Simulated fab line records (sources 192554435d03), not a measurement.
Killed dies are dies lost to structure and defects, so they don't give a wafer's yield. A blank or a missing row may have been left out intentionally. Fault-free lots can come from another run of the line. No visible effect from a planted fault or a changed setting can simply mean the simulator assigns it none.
fab line records | flow n5Finfet
record lots=8 wafers=24 lastDay=17
route steps=1938 shown BEOL_M4@1111 BEOL_M8@1368 PASSIVATION@1936
lots that met no fault: from a run of the same line without faults
startH: the number of hours between the record's first day and the start of the first shown wafer of the lot | waitH: hours from the lot's prior step to this one | " repeats the value in the row above | L1.1+2: one row covering several wafers at once | - no value, or no start was given | * or withheld: withheld | < > ~ a bound
route shown NAME@n: a module of which the file shows steps, and the number in the route of the first | usual: the fault-free wafers' mean and standard deviation | same: alike in all rows | chamber/n: place in a boat | sites: per-site readings | _std_site: their standard deviation | _edge_site: the outer-site mean with the inner-site mean subtracted | radiusMm: for every site, how far away it sits from the centre of the wafer | mask NAME#n: copy n | behind: the most recent tool/chamber to have shaped the wafer | hold: what put the lot on hold/how long, in hours/how the hold closed | device: the transistor (n, p or np) that didn't switch | end of line: the tests these same wafers got at the end of their route | a step given without rows: its recipe and nothing more | killed: dies that structure and defects cost at the first sort, which is not the same as the wafer's yield | map: per-die view of a wafer (x killed, . not killed, _ where there is no die)
set.NAME: the setting that was run; set.NAME@STEP: the one run at that earlier step | model.NAME: the simulator's own value behind a step, which no gauge read
one table for each step of the route and one row for each wafer, over a sample of lots
services: from which hour (startH, from the record's first day; less than 0 if before it) a tool's chamber was out of use, for how many hours, and why
## steps
# step N5_BEOL_M4_RC_MEAS_101
# usual DIBL_N=36.1/1.6 DIBL_P=35.8/2.1 IOFF_N=0.16/0.031 IOFF_P=0.21/0.034 ION_N=673/12 ION_P=461/7.2 SS_N=71.4/0.59 SS_P=73.3/0.63 VT_N=250/3.1 VT_P=-250/3.3
# columns lot.wafer tool chamber startH waitH DIBL_N[mV/V] DIBL_P[mV/V] IOFF_N[nA/um] IOFF_P[nA/um] ION_N[uA/um] ION_P[uA/um] SS_N[mV/dec] SS_P[mV/dec] VT_N[mV] VT_P[mV]
L646.1 prober-01 0 202.86 0.0 39.2 40.4 0.20 0.27 688 470 71.9 74.5 246 -246
L646.3 " 0 " " 37.8 38.3 0.17 0.25 676 465 71.4 74.2 248 -245
L646.4 " 0 " " 38.8 38.2 0.19 0.24 675 461 72.3 73.5 252 -248
L651.1 prober-01 0 234.95 0.0 35.4 36.1 0.14 0.17 667 452 71.0 73.5 253 -256
L651.5 " 0 " " 35.0 35.7 0.14 0.17 676 460 71.0 72.2 251 -255
L651.6 " 0 " " 35.7 36.6 0.14 0.18 664 452 71.4 73.3 254 -255
L652.2 prober-01 0 246.21 0.2 34.2 34.8 0.14 0.20 666 463 70.9 72.3 250 -249
L652.3 " 0 " " 34.6 36.0 0.15 0.21 688 478 71.3 72.5 248 -250
L652.4 " 0 " " 36.7 36.9 0.18 0.21 687 471 71.7 73.6 247 -254
L656.1 prober-01 0 259.67 0.0 35.4 35.8 0.15 0.21 672 465 71.2 73.1 249 -250
L656.4 " 0 " " 33.9 34.5 0.13 0.18 656 454 70.8 72.5 254 -250
L656.5 " 0 " " 32.9 33.4 0.11 0.17 646 457 70.6 72.7 253 -252
L660.3 prober-01 0 284.45 0.3 34.9 34.4 0.14 0.20 658 457 71.2 72.8 252 -249
L660.5 " 0 " " 34.4 33.1 0.12 0.17 654 450 70.5 72.2 254 -253
L660.6 " 0 " " 35.2 34.6 0.13 0.20 660 454 71.1 73.1 251 -250
L661.2 prober-02 0 295.19 0.2 35.3 34.9 0.15 0.23 667 470 71.1 73.2 253 -247
L661.3 " 0 " " 37.0 37.4 0.18 0.26 670 470 71.5 73.6 247 -247
L661.5 " 0 " " 37.0 35.8 0.18 0.23 675 465 71.3 73.6 249 -247
L662.1 prober-01 0 300.74 0.0 36.8 35.8 0.18 0.22 676 465 71.4 73.6 247 -247
L662.4 " 0 " " 38.2 38.7 0.21 0.29 685 469 72.2 74.5 244 -246
L662.6 " 0 " " 37.3 36.1 0.17 0.23 675 462 71.9 73.7 249 -249
L664.3 prober-02 0 310.34 0.3 34.9 36.0 0.16 0.20 682 463 71.6 73.4 248 -247
L664.5 " 0 " " 35.4 36.3 0.17 0.21 674 461 71.3 74.2 248 -248
L664.6 " 0 " " 36.7 38.3 0.21 0.24 688 463 72.0 73.9 242 -248
# step N5_BEOL_M8_DESCUM_33
# recipe chemistry=O2 timeS=7 sourcePowerW=50 biasPowerW=20 pressureMtorr=20 rfFrequencyHz=2.712e+07 tempC=40 resist=CAR-EUV o2FlowSccm=225
# usual drypumpMotorCurrentA=5.8/0.45 oesProductAu=0.78/0.086 rfVppV=243.2/1.1 showerheadPlenumPTorr=2.09/0.052 throttleValvePct=20.50/0.23
# columns lot.wafer tool chamber startH waitH drypumpMotorCurrentA oesProductAu rfHoursCounterH rfVppV showerheadPlenumPTorr throttleValvePct
L646.1 rieDiel-01 2 232.10 0.2 5.6 0.75 129 242.0 2.02 20.64
L646.3 " 0 " " 5.9 0.72 191 242.6 1.98 20.21
L646.4 " 1 " " 6.2 0.83 94 243.5 2.13 20.72
L651.1 rieDiel-04 0 268.09 0.0 5.3 0.68 235 243.3 2.05 20.41
L651.5 " 2 " " 6.0 0.76 - 242.9 2.08 20.09
L651.6 " 1 " " 5.5 0.78 - 244.3 2.09 20.59
L652.2 rieDiel-02 3 282.48 0.3 5.2 0.69 227 242.0 2.08 20.39
L652.3 " 1 " " 5.8 0.75 186 244.0 2.08 20.62
L652.4 " 2 " " 6.6 0.72 205 245.6 2.17 20.90
L656.1 rieDiel-04 3 293.93 0.2 5.6 0.91 33 243.6 2.14 20.62
L656.4 " 0 " " 5.3 0.68 246 241.5 2.05 20.43
L656.5 " 0 " " 5.3 0.68 - 242.5 2.05 20.45
L660.3 rieDiel-01 2 316.93 0.0 5.6 0.73 157 241.3 2.01 20.67
L660.5 " 3 " " 6.7 0.97 - 243.4 2.14 20.46
L660.6 " 2 " " 5.6 0.73 - 242.1 2.01 20.68
L661.2 rieDiel-02 2 328.71 0.3 6.7 0.71 225 245.2 2.16 20.91
L661.3 " 1 " " 5.8 0.73 204 242.3 2.07 20.66
L661.5 " 0 " " 6.2 0.82 - 244.4 2.12 20.44
L662.1 rieDiel-04 2 340.80 0.0 5.9 0.73 162 243.1 2.07 20.16
L662.4 " 1 " " 5.6 0.75 151 242.4 2.08 20.62
L662.6 " 0 " " 5.3 0.95 - 242.1 2.05 19.97
L664.3 rieDiel-01 3 344.46 0.0 6.6 0.94 21 244.2 2.14 20.43
L664.5 " 3 " " 6.6 0.94 - 244.4 2.14 20.45
L664.6 " 2 " " 5.6 0.72 - 241.3 2.01 20.67
# step N5_BEOL_M8_STRIP_80
# recipe chemistry=N2/H2 timeS=10 powerW=450 tempC=40 pressureMtorr=20 rfFrequencyHz=6e+07 biasPowerW=7 n2FlowSccm=200 h2FlowSccm=200
# usual drypumpMotorCurrentA=5.8/0.45 oesProductAu=0.78/0.086 rfVppV=59.2/0.93 showerheadPlenumPTorr=2.53/0.055 throttleValvePct=23.63/0.3
# columns lot.wafer tool chamber startH waitH drypumpMotorCurrentA oesProductAu rfHoursCounterH rfVppV showerheadPlenumPTorr throttleValvePct
L646.1 rieDiel-01 2 - - 5.6 0.75 129 58.1 2.45 24.04
L646.3 " 0 " " 5.9 0.72 191 58.1 2.42 23.75
L646.4 " 1 " " 6.2 0.82 94 58.7 2.57 24.02
L651.1 rieDiel-04 0 - - 5.3 0.69 235 58.7 2.51 23.64
L651.5 " 2 " " 6.0 0.77 - 58.6 2.54 23.44
L651.6 " 1 " " 5.6 0.79 - 59.8 2.55 23.92
L652.2 rieDiel-02 3 - - 5.2 0.69 227 59.1 2.50 23.32
L652.3 " 1 " " 5.8 0.73 186 59.4 2.50 23.45
L652.4 " 2 " " 6.6 0.73 206 59.5 2.62 24.03
L656.1 rieDiel-04 3 - - 5.6 0.92 33 59.6 2.57 23.36
L656.4 " 0 " " 5.3 0.67 247 59.0 2.50 23.67
L656.5 " 0 " " 5.3 0.68 - 61.0 2.50 23.65
L660.3 rieDiel-01 2 - - 5.6 0.73 157 59.4 2.44 24.09
L660.5 " 3 " " 6.7 0.96 - 59.6 2.58 23.33
L660.6 " 2 " " 5.6 0.72 - 58.0 2.44 24.07
L661.2 rieDiel-02 2 - - 6.7 0.71 225 58.6 2.61 24.08
L661.3 " 1 " " 5.9 0.73 205 59.4 2.50 23.51
L661.5 " 0 " " 6.2 0.81 - 59.9 2.57 23.38
L662.1 rieDiel-04 2 - - 6.0 0.74 162 60.3 2.53 23.47
L662.4 " 1 " " 5.5 0.76 151 60.9 2.54 23.98
L662.6 " 0 " " 5.3 0.96 - 60.1 2.50 23.15
L664.3 rieDiel-01 3 - - 6.6 0.94 21 57.4 2.57 23.33
L664.5 " 3 " " 6.7 0.94 - 60.3 2.57 23.34
L664.6 " 2 " " 5.6 0.71 - 59.4 2.43 24.08
# step N5_BEOL_M8_ALD_77
# recipe material=TaN targetThkA=20 tempC=275 aldPrecursorFamily=PDMAT aldCoReactant=NH3 pressureTorr=3 carrierFlowSccm=1500 pulseTimeS=2 purgeTimeS=3 coReactantPurgeTimeS=2 coReactantPulseTimeS=3 aldCycles=40 precursorVesselTempC=75 precursorVesselPressureTorr=26.25 precursorVesselCarrierSccm=1000
# usual aldCycles=40/0 chamberPressureTorr=3.000/0.0059 heaterPowerOuterW=253/30 heaterPowerW=453/54
# columns lot.wafer tool chamber startH waitH aldCycles chamberPressureTorr heaterPowerOuterW heaterPowerW
L646.1 aldMetal-04 2 233.64 0.0 40 3.000 257 417
L646.3 " 1 " " 40 3.003 290 488
L646.4 " 0 " " 40 2.989 206 370
L651.1 aldMetal-04 0 269.94 0.1 - - - -
L651.5 " 0 " " - - - -
L651.6 " 1 " " - - - -
L652.2 aldMetal-01 1 283.56 0.0 - - - -
L652.3 " 0 " " - - - -
L652.4 " 2 " " - - - -
L656.1 aldMetal-02 3 294.98 0.0 40 2.994 280 497
L656.4 " 2 " " 40 3.006 241 491
L656.5 " 0 " " 40 2.996 218 376
L660.3 aldMetal-04 0 318.28 0.0 40 2.996 207 359
L660.5 " 0 " " 40 3.009 200 379
L660.6 " 1 " " 40 2.997 300 496
L661.2 aldMetal-02 2 330.16 0.1 40 3.006 250 500
L661.3 " 1 " " 40 3.007 290 532
L661.5 " 1 " " 40 3.005 284 512
L662.1 aldMetal-02 2 341.97 0.0 40 3.003 248 496
L662.4 " 1 " " 40 3.003 284 531
L662.6 " 2 " " 40 3.008 251 488
L664.3 aldMetal-04 2 345.83 0.1 40 3.000 252 425
L664.5 " 0 " " 40 3.006 204 362
L664.6 " 3 " " 40 2.996 250 466
# step N5_BEOL_M8_SPUTTER_48
# recipe material=Cu targetThkA=100 tempC=-20 biasV=60 powerW=26000 chamberPressurePa=0.13 timeS=1.667
# usual cathodeDcPowerW=26000/4.6 chamberPressurePa=0.12997/0.00027 chuckGasFlowSccm=1.26/0.058 throttleValvePct=30.0/0.96
# columns lot.wafer tool chamber startH waitH cathodeDcPowerW chamberPressurePa chuckGasFlowSccm throttleValvePct
L646.1 pvdSputter-02 - 234.21 0.2 26003 0.12985 1.26 28.9
L646.3 " - " " 26003 0.12988 1.29 29.1
L646.4 " - " " 25996 0.12947 1.14 30.3
L651.1 pvdSputter-01 - 270.47 0.1 26001 0.12996 1.11 29.7
L651.5 " - " " 26006 0.13002 1.31 29.7
L651.6 " - " " 26006 0.13012 1.25 29.4
L652.2 pvdSputter-03 - 284.27 0.1 26004 0.1296 1.30 29.4
L652.3 " - " " 25999 0.13026 1.44 30.6
L652.4 " - " " 26007 0.12992 1.31 28.6
L656.1 pvdSputter-02 - 295.87 0.1 26006 0.12954 1.26 30.0
L656.4 " - " " 25999 0.12973 1.24 29.1
L656.5 " - " " 26003 0.12983 1.25 29.2
L660.3 pvdSputter-01 - 318.86 0.1 25997 0.13025 1.29 29.7
L660.5 " - " " 26000 0.1298 1.32 31.9
L660.6 " - " " 25993 0.12987 1.24 30.0
L661.2 pvdSputter-03 - 331.18 0.1 26003 0.12994 1.39 28.5
L661.3 " - " " 25993 0.12981 1.09 29.3
L661.5 " - " " 25997 0.12984 1.24 29.3
L662.1 pvdSputter-03 - 342.50 0.1 25991 0.13004 1.24 29.2
L662.4 " - " " 26001 0.13033 1.33 30.8
L662.6 " - " " 26000 0.12985 1.25 29.4
L664.3 pvdSputter-03 - 346.75 0.2 26001 0.12984 1.22 28.5
L664.5 " - " " 26007 0.13019 1.26 28.6
L664.6 " - " " 26000 0.13032 1.25 30.9
# step N5_BEOL_M8_CMP_52
# recipe stopOn=SiCOH_lowk tOverpolishS=6.9 downForcePsi=1 platenRpm=50 clearingPlatenDownForcePsi=1.5 clearingPlatenRpm=50 postCmpClean=cuAlkaline targetThkNm=80 clearingPlatenPadVelocityMS=0.99484 padVelocityMS=0.99484
# usual barrierFieldEndpointS=29.2/0.72 motorCurrentA=6.2/0.68 platenRpm=50.01/0.031
# columns lot.wafer tool chamber startH waitH barrierFieldEndpointS motorCurrentA platenRpm
L646.3 cmp-01 1 235.11 0.4 28.7 5.3 49.98
L646.1 " 2 " " 29.5 7.4 50.01
L646.4 " 3 " " 29.0 5.5 50.02
L651.1 cmp-02 1 271.32 0.4 27.3 6.6 50.09
L651.6 " 2 " " 27.7 6.2 50.03
L651.5 " 3 " " 27.5 5.7 50.01
L652.4 cmp-04 2 285.20 0.2 26.6 7.0 49.99
L652.3 " 3 " " 26.8 5.7 49.99
L652.2 " 0 " " 27.3 7.0 49.97
L656.1 cmp-01 2 296.41 0.3 28.7 7.2 50.04
L656.4 " 0 " " 29.1 6.9 49.93
L656.5 " 1 " " 29.0 5.3 50.02
L660.3 cmp-02 2 319.54 0.2 28.4 6.3 49.99
L660.6 " 1 " " 28.3 7.0 49.97
L660.5 " 2 " " 29.7 6.1 49.97
L661.2 cmp-01 1 331.88 0.3 29.0 5.3 50.01
L661.3 " 2 " " 29.0 7.2 50.00
L661.5 " 3 " " 29.5 5.3 49.99
L662.4 cmp-02 3 343.16 0.1 30.0 5.8 50.00
L662.1 " 2 " " 29.5 5.9 50.00
L662.6 " 0 " " 29.1 5.6 49.99
L664.3 cmp-01 3 347.33 0.2 29.2 5.3 50.05
L664.5 " 1 " " 29.6 5.4 50.04
L664.6 " 2 " " 29.1 7.3 50.02
# step N5_PASSIVATION_PROBE_49
# usual defectLimitedYield=91.0/1.5 killed_at_M0_to_M3=35/11 killed_at_M4_up=13/6 killedAtContacts=14/6.5 killedAtFrontEnd=40/12 killedAtOther=4/3.4 killedDies=106/18 killedOnRim=14/4.7 killedOpen=68/14 killedShort=35/7.7 sort_bin_4_leakage=0/0 sort_bin_5_function=5.2/0.98 sort_bin_6_memory=3.4/0.72 sortNPass=1074/18 sortYieldPct=91.0/1.5
# same grossDies=1180 killedAtBackSide=0 sort_bin_8_speed[%]=0
# columns lot.wafer tool chamber startH waitH defectLimitedYield[%] killed_at_M0_to_M3 killed_at_M4_up killedAtContacts killedAtFrontEnd killedAtOther killedDies killedOnRim killedOpen killedShort sort_bin_4_leakage[%] sort_bin_5_function[%] sort_bin_6_memory[%] sortNPass sortYieldPct[%]
L646.1 prober-01 - 301.67 0.0 89.7 43 15 19 42 3 122 24 76 46 0 6.0 3.8 1058 89.7
L646.3 prober-01 - 301.77 0.1 93.0 31 9 13 27 3 83 9 52 30 0 3.8 3.0 1097 93.0
L646.4 prober-01 - 301.82 0.2 90.8 34 19 13 35 7 108 10 64 44 0 4.6 4.2 1072 90.8
L651.1 prober-02 - 337.74 0.0 0 20 1109 12 35 4 1180 152 48 28 93.47 3.8 2.5 0 0
L651.5 prober-02 - 337.94 0.2 0 16 1131 8 21 4 1180 152 30 29 95.00 3.1 1.7 0 0
L651.6 prober-02 - 337.99 0.3 0 33 1090 8 31 18 1180 152 57 43 91.36 4.9 3.5 0 0
L652.2 prober-02 - 352.08 0.1 0 25 1112 10 24 9 1180 152 48 28 93.22 3.6 2.7 0 0
L652.3 prober-02 - 352.13 0.1 0 18 1118 11 31 2 1180 152 46 24 93.90 3.6 2.4 0 0
L652.4 prober-02 - 352.18 0.2 0 18 1125 9 23 5 1180 152 41 23 94.49 3.3 1.9 0 0
L656.1 prober-02 - 363.02 0.0 90.8 45 17 14 30 2 108 17 76 31 0 5.0 4.1 1072 90.8
L656.4 prober-02 - 363.17 0.2 91.6 34 11 15 38 1 99 16 59 39 0 4.4 3.6 1081 91.6
L656.5 prober-02 - 363.22 0.2 92.1 41 19 3 20 10 93 11 57 33 0 4.7 2.7 1087 92.1
L660.3 prober-01 - 382.26 0.1 92.5 34 10 11 31 3 89 12 55 28 0 4.7 2.5 1091 92.5
L660.5 prober-01 - 382.36 0.2 90.6 42 11 12 37 9 111 17 75 33 0 6.0 3.2 1069 90.6
L660.6 prober-01 - 382.41 0.3 93.2 22 11 18 26 3 80 12 45 30 0 3.5 3.0 1100 93.2
L661.2 prober-02 - 396.23 0.1 89.8 32 18 18 50 2 120 14 81 36 0 5.6 4.2 1060 89.8
L661.3 prober-02 - 396.28 0.1 88.9 32 11 16 65 7 131 23 87 37 0 6.5 4.0 1049 88.9
L661.5 prober-02 - 396.38 0.2 92.3 24 5 18 38 6 91 8 54 33 0 4.7 2.7 1089 92.3
L662.1 prober-02 - 401.58 0.0 90.8 37 19 13 36 3 108 17 79 28 0 6.3 2.7 1072 90.8
L662.4 prober-02 - 401.73 0.2 93.1 21 21 16 24 0 82 11 59 19 0 3.7 3.0 1098 93.1
L662.6 prober-02 - 401.83 0.3 90.9 30 13 14 46 4 107 11 63 40 0 4.9 4.0 1073 90.9
L664.3 prober-01 - 407.87 0.4 89.7 51 7 29 29 5 121 12 89 31 0 5.8 4.0 1059 89.7
L664.5 prober-01 - 407.97 0.5 89.1 48 6 26 47 2 129 11 85 42 0 6.4 4.3 1051 89.1
L664.6 prober-01 - 408.02 0.6 90.4 33 6 28 44 2 113 15 66 41 0 5.3 3.7 1067 90.4
# killed by level:class
L646.1 MOL_CONTACT_COAG:geometricParticle:open=12 BEOL_M2:geometricParticle:open=11 FIN_SAQP:geometricParticle:short=10 FIN_SAQP:geometricParticle:open=10 BEOL_M0_SAQP:geometricParticle:open=9 BEOL_M4:geometricParticle:open=9 BEOL_M1:geometricParticle:open=8 MOL_CONTACT_COAG:geometricParticle:short=7
L646.3 MOL_CONTACT_COAG:geometricParticle:open=10 FIN_SAQP:geometricParticle:short=9 BEOL_M2:geometricParticle:open=9 FIN_SAQP:geometricParticle:open=7 BEOL_M0_SAQP:geometricParticle:open=6 BEOL_M0_SAQP:geometricParticle:short=5 BEOL_M3:geometricParticle:open=5 MOL_CONTACT_COAG:geometricParticle:short=3
L646.4 FIN_SAQP:geometricParticle:open=12 FIN_SAQP:geometricParticle:short=12 MOL_CONTACT_COAG:geometricParticle:open=11 BEOL_M0_SAQP:geometricParticle:short=8 BEOL_M2:geometricParticle:open=8 BEOL_M1:geometricParticle:open=7 BEOL_M0_SAQP:geometricParticle:open=6 BEOL_M4:geometricParticle:open=6
L651.1 BEOL_M8:areaAld=1099 STI_FIN_REVEAL:geometricParticle:open=9 DUMMY_GATE:geometricParticle:open=8 MOL_CONTACT_COAG:geometricParticle:open=8 BEOL_M0_SAQP:geometricParticle:short=6 FIN_SAQP:geometricParticle:open=4 FIN_SAQP:geometricParticle:short=4 BEOL_M2:geometricParticle:open=4
L651.5 BEOL_M8:areaAld=1116 MOL_CONTACT_COAG:geometricParticle:open=6 BEOL_M4:geometricParticle:short=5 M8:areaAld=5 FIN_SAQP:geometricParticle:short=4 DUMMY_GATE:geometricParticle:open=4 BEOL_M2:geometricParticle:open=4 STARTING-WAFER:geometricParticle:short=4
L651.6 BEOL_M8:areaAld=1074 FIN_SAQP:geometricParticle:short=9 MIM_TOP_ETCH:geometricParticle:short=9 BEOL_M1:geometricParticle:open=9 MOL_CONTACT_COAG:geometricParticle:open=7 FIN_SAQP:geometricParticle:open=6 BEOL_M0_SAQP:geometricParticle:short=6 MIM_TOP_ETCH:geometricParticle:open=6
L652.2 BEOL_M8:areaAld=1100 MOL_CONTACT_COAG:geometricParticle:open=7 STI_FIN_REVEAL:geometricParticle:open=6 BEOL_M3:geometricParticle:open=6 ILD0:geometricParticle:open=4 ILD0:geometricParticle:short=4 BEOL_M1:geometricParticle:open=4 BEOL_M1:geometricParticle:short=4
L652.3 BEOL_M8:areaAld=1107 MOL_CONTACT_COAG:geometricParticle:open=7 STARTING-WAFER:geometricParticle:open=7 DUMMY_GATE:geometricParticle:open=4 GATE_CUT:geometricParticle:short=4 MOL_CONTACT_COAG:geometricParticle:short=4 BEOL_M2:geometricParticle:open=4 BEOL_M3:geometricParticle:open=4
L652.4 BEOL_M8:areaAld=1110 BEOL_M0_SAQP:geometricParticle:open=8 DUMMY_GATE:geometricParticle:open=6 MOL_CONTACT_COAG:geometricParticle:open=6 M8:areaAld=5 FIN_SAQP:geometricParticle:short=4 BEOL_M1:geometricParticle:open=4 STI_FIN_REVEAL:geometricParticle:open=3
L656.1 BEOL_M2:geometricParticle:open=14 MOL_CONTACT_COAG:geometricParticle:open=11 BEOL_M0_SAQP:geometricParticle:short=11 BEOL_M4:geometricParticle:open=10 STI_FIN_REVEAL:geometricParticle:open=6 BEOL_M3:geometricParticle:open=6 STARTING-WAFER:geometricParticle:short=5 GATE_CUT:geometricParticle:short=4
L656.4 STI_FIN_REVEAL:geometricParticle:open=13 MOL_CONTACT_COAG:geometricParticle:open=8 MOL_CONTACT_COAG:geometricParticle:short=7 BEOL_M0_SAQP:geometricParticle:short=7 BEOL_M0_SAQP:geometricParticle:open=5 BEOL_M0:geometricParticle:open=5 BEOL_M4:geometricParticle:open=5 FIN_SAQP:geometricParticle:short=4
L656.5 BEOL_M4:geometricParticle:open=11 BEOL_M1:geometricParticle:open=9 BEOL_M0_SAQP:geometricParticle:short=7 BEOL_M2:geometricParticle:open=7 FIN_SAQP:geometricParticle:short=6 STI_FIN_REVEAL:geometricParticle:open=6 BEOL_M0_SAQP:geometricParticle:open=5 BEOL_M1:geometricParticle:short=5
L660.3 BEOL_M0:geometricParticle:open=8 BEOL_M2:geometricParticle:open=7 MOL_CONTACT_COAG:geometricParticle:open=6 BEOL_M0_SAQP:geometricParticle:short=4 BEOL_M0_SAQP:geometricParticle:open=4 BEOL_M3:geometricParticle:open=4 FIN_SAQP:geometricParticle:short=3 DUMMY_GATE:geometricParticle:open=3
L660.5 STI_FIN_REVEAL:geometricParticle:open=9 MOL_CONTACT_COAG:geometricParticle:open=9 BEOL_M2:geometricParticle:open=9 BEOL_M0_SAQP:geometricParticle:open=8 BEOL_M1:geometricParticle:open=8 DUMMY_GATE:geometricParticle:open=6 BEOL_M0_SAQP:geometricParticle:short=5 BEOL_M1:geometricParticle:short=5
L660.6 MOL_CONTACT_COAG:geometricParticle:open=14 BEOL_M0_SAQP:geometricParticle:short=6 BEOL_M0:geometricParticle:open=5 BEOL_M4:geometricParticle:open=5 DUMMY_GATE:geometricParticle:open=4 ILD0:geometricParticle:short=4 MOL_CONTACT_COAG:geometricParticle:short=4 STI_FIN_REVEAL:geometricParticle:open=3
L661.2 FIN_SAQP:geometricParticle:open=14 MOL_CONTACT_COAG:geometricParticle:open=13 FIN_SAQP:geometricParticle:short=9 STI_FIN_REVEAL:geometricParticle:open=9 BEOL_M0_SAQP:geometricParticle:open=8 BEOL_M1:geometricParticle:open=7 DUMMY_GATE:geometricParticle:open=6 MOL_CONTACT_COAG:geometricParticle:short=5
L661.3 FIN_SAQP:geometricParticle:open=17 BEOL_M1:geometricParticle:open=12 DUMMY_GATE:geometricParticle:open=11 FIN_SAQP:geometricParticle:short=10 MOL_CONTACT_COAG:geometricParticle:open=10 BEOL_M3:geometricParticle:open=9 MOL_CONTACT_COAG:geometricParticle:short=6 BEOL_M4:geometricParticle:open=6
L661.5 MOL_CONTACT_COAG:geometricParticle:open=15 FIN_SAQP:geometricParticle:short=9 DUMMY_GATE:geometricParticle:open=6 FIN_SAQP:geometricParticle:open=5 BEOL_M0_SAQP:geometricParticle:open=5 BEOL_M2:geometricParticle:open=5 BEOL_M1:geometricParticle:open=4 MOL_CONTACT_COAG:geometricParticle:short=3
L662.1 STI_FIN_REVEAL:geometricParticle:open=21 MOL_CONTACT_COAG:geometricParticle:open=10 BEOL_M0_SAQP:geometricParticle:short=10 BEOL_M0_SAQP:geometricParticle:open=9 BEOL_M4:geometricParticle:open=9 GATE_CUT:geometricParticle:short=5 BEOL_M2:geometricParticle:open=5 BEOL_M3:geometricParticle:open=5
L662.4 MOL_CONTACT_COAG:geometricParticle:open=12 STI_FIN_REVEAL:geometricParticle:open=8 BEOL_M1:geometricParticle:open=6 BEOL_M3:geometricParticle:open=6 BEOL_M4:geometricParticle:open=6 STARTING-WAFER:geometricParticle:short=4 MOL_CONTACT_COAG:geometricParticle:short=3 BEOL_M5:geometricParticle:open=3
L662.6 GATE_CUT:geometricParticle:short=11 MOL_CONTACT_COAG:geometricParticle:open=10 STI_FIN_REVEAL:geometricParticle:open=9 BEOL_M0_SAQP:geometricParticle:open=7 DUMMY_GATE:geometricParticle:open=5 BEOL_M1:geometricParticle:open=5 BEOL_M3:geometricParticle:open=5 STARTING-WAFER:geometricParticle:open=5
L664.3 MOL_CONTACT_COAG:geometricParticle:open=22 BEOL_M2:geometricParticle:open=17 BEOL_M1:geometricParticle:open=12 BEOL_M0_SAQP:geometricParticle:open=9 MOL_CONTACT_COAG:geometricParticle:short=7 FIN_SAQP:geometricParticle:short=6 FIN_SAQP:geometricParticle:open=5 DUMMY_GATE:geometricParticle:open=5
L664.5 MOL_CONTACT_COAG:geometricParticle:open=21 BEOL_M0_SAQP:geometricParticle:open=12 BEOL_M1:geometricParticle:open=11 FIN_SAQP:geometricParticle:open=10 FIN_SAQP:geometricParticle:short=9 BEOL_M3:geometricParticle:open=9 STI_FIN_REVEAL:geometricParticle:open=7 GATE_CUT:geometricParticle:short=6
L664.6 MOL_CONTACT_COAG:geometricParticle:open=20 BEOL_M0_SAQP:geometricParticle:open=10 BEOL_M0_SAQP:geometricParticle:short=10 FIN_SAQP:geometricParticle:open=9 GATE_CUT:geometricParticle:short=8 FIN_SAQP:geometricParticle:short=6 MOL_CONTACT_COAG:geometricParticle:short=6 STI_FIN_REVEAL:geometricParticle:open=5
## services
# columns tool chamber startH hours kind
cmp-01 - 215.26 4.0 pm
cmp-02 - 231.34 4.0 pm
cmp-04 - 233.64 1.8 repair
rieDiel-01 3 242.29 6.0 repair
aldMetal-01 - 245.91 2.8 pm
pvdSputter-01 - 246.25 3.0 repair
cmp-04 - 258.03 0.8 repair
rieDiel-01 1 269.22 5.2 repair
rieDiel-01 - 280.26 14.6 pm
cmp-01 - 281.67 3.9 repair
aldMetal-02 1 288.42 30.4 repair
aldMetal-01 1 296.00 6.9 repair
rieDiel-04 0 305.44 - clean
rieDiel-04 0 305.44 - consumableReplace:focusRing
rieDiel-04 0 305.44 17.7 scheduledDown
rieDiel-04 0 305.44 17.7 ventCycle
aldMetal-01 - 307.34 1.3 repair
cmp-02 - 312.55 0.3 repair
rieDiel-01 1 315.35 8.1 repair
rieDiel-02 1 318.16 4.5 repair
rieDiel-02 3 322.29 6.9 repair
cmp-04 - 328.23 4.0 pm
pvdSputter-01 - 335.05 1.8 repair
aldMetal-01 - 337.25 14.0 pm
## key
firstSign step=N5_BEOL_M8_ALD_77 reading=toolRecord direction=missing
effect step=N5_BEOL_M8_CMP_52 reading=barrierFieldEndpointS direction=down sigmas=2.8 usual=29.2 struck=27.2
effect step=N5_PASSIVATION_PROBE_49 reading=sort_bin_4_leakage direction=up sigmas=99+ usual=0 struck=93.57
moreKillsBornAt N5_BEOL_M8_ALD_77@aldMetal-01=3323 N5_BEOL_M8_ALD_77@aldMetal-04=3302
metAt N5_BEOL_M8_ALD_77
struckLots L651,L652
laterRowsLeftOut L651.1,L651.5,L651.6,L652.2,L652.3,L652.4
notActingAt N5_BEOL_M8_DESCUM_33,N5_BEOL_M8_STRIP_80,N5_BEOL_M8_SPUTTER_48
onsetBetween 233.64 269.94
fault kind=skippedStepWhole tool=aldMetal-01,aldMetal-04 chamber=- onsetH=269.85 steps=N5_BEOL_M8_ALD_77 scope=struckLotsOnly
# laterRowsLeftOut: the simulator's readings of these wafers behind a module that went badly wrong aren't trusted and aren't shown, but for the sort
